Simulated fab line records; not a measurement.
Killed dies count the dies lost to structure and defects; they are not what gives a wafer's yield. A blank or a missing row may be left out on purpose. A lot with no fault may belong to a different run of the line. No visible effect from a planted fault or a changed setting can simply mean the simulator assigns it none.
Which of the tools did it? -- flow n5 finfet -- Sampling: 11 lots, 33 wafers, 2 of 1938 route steps

## WHAT THE GAUGES READ, wafer by wafer
N5_BEOL_M15_RS_MEAS_54: uses a four-point probe to measure.
lot,measured,on,M15_RS (ohm/sq)
L552,day 12 05:31,film metro-01,0.0218 0.0223 0.0219
L556,day 13 03:40,film metro-01,0.0214 0.0217 0.0216
L559,day 13 18:45,film metro-01,0.0218 0.0216 0.0211
L557,day 13 22:34,film metro-02,0.0219 0.0219 0.0205
L561,day 14 07:50,film metro-01,0.0221 0.0220 0.0216
L562,day 14 08:07,film metro-01,0.0218 0.0218 0.0217
L563,day 14 17:23,film metro-02,0.0220 0.0222 0.0215
L566,day 15 19:10,film metro-02,0.0216 0.0221 0.0222
L571,day 16 17:59,film metro-01,0.0218 0.0213 0.0217
L575,day 17 23:55,film metro-01,0.0221 0.0219 0.0223
L574,day 18 10:11,film metro-02,0.0215 0.0215 0.0220

## WHICH TOOL RAN EACH LOT (tool, then ch and the chambers of the sampled wafers, then the start)
lot,N5_BEOL_M15_STRIP_37
L552,"rie diel-01 ch 0,1,3, day 12 05:31 or earlier"
L556,"rie diel-01 ch 1,2,3, day 13 03:40 or earlier"
L559,"rie diel-05 ch 0,1,3, day 13 18:45 or earlier"
L557,"rie diel-05 ch 1,2, day 13 22:34 or earlier"
L561,"rie diel-01 ch 0,1,3, day 14 07:50 or earlier"
L562,"rie diel-01 ch 0,1,2, day 14 08:07 or earlier"
L563,"rie diel-01 ch 0,2, day 14 17:23 or earlier"
L566,"rie diel-03 ch 0,2,3, day 15 19:10 or earlier"
L571,"rie diel-03 ch 1,3, day 16 17:59 or earlier"
L575,"rie diel-03 ch 2,3, day 17 23:55 or earlier"
L574,"rie diel-03 ch 1,2, day 18 10:11 or earlier"
- N5_BEOL_M15_STRIP_37: strips in O2.

## THE ANSWER, worked out from the rows above alone
Rule: what is usual is taken from the lots themselves. The widest of any qualifying gaps counts: lots, ordered by their means at a reading, are off when they make up no more than a third of the lots, leave a main group of 4 or more, and stand apart from it by 3 or more times the standard deviation of that group's means. A main group is skipped when, at the precision printed for the reading in the tables above, its means are all equal. A lot without any number at a reading at which 4 lots or more have one is off too. The other lots that the step has rows for count as sound.
No lot is off on any of the readings shown, so nothing can be concluded from this.

## WHAT THE SIMULATOR PUT IN
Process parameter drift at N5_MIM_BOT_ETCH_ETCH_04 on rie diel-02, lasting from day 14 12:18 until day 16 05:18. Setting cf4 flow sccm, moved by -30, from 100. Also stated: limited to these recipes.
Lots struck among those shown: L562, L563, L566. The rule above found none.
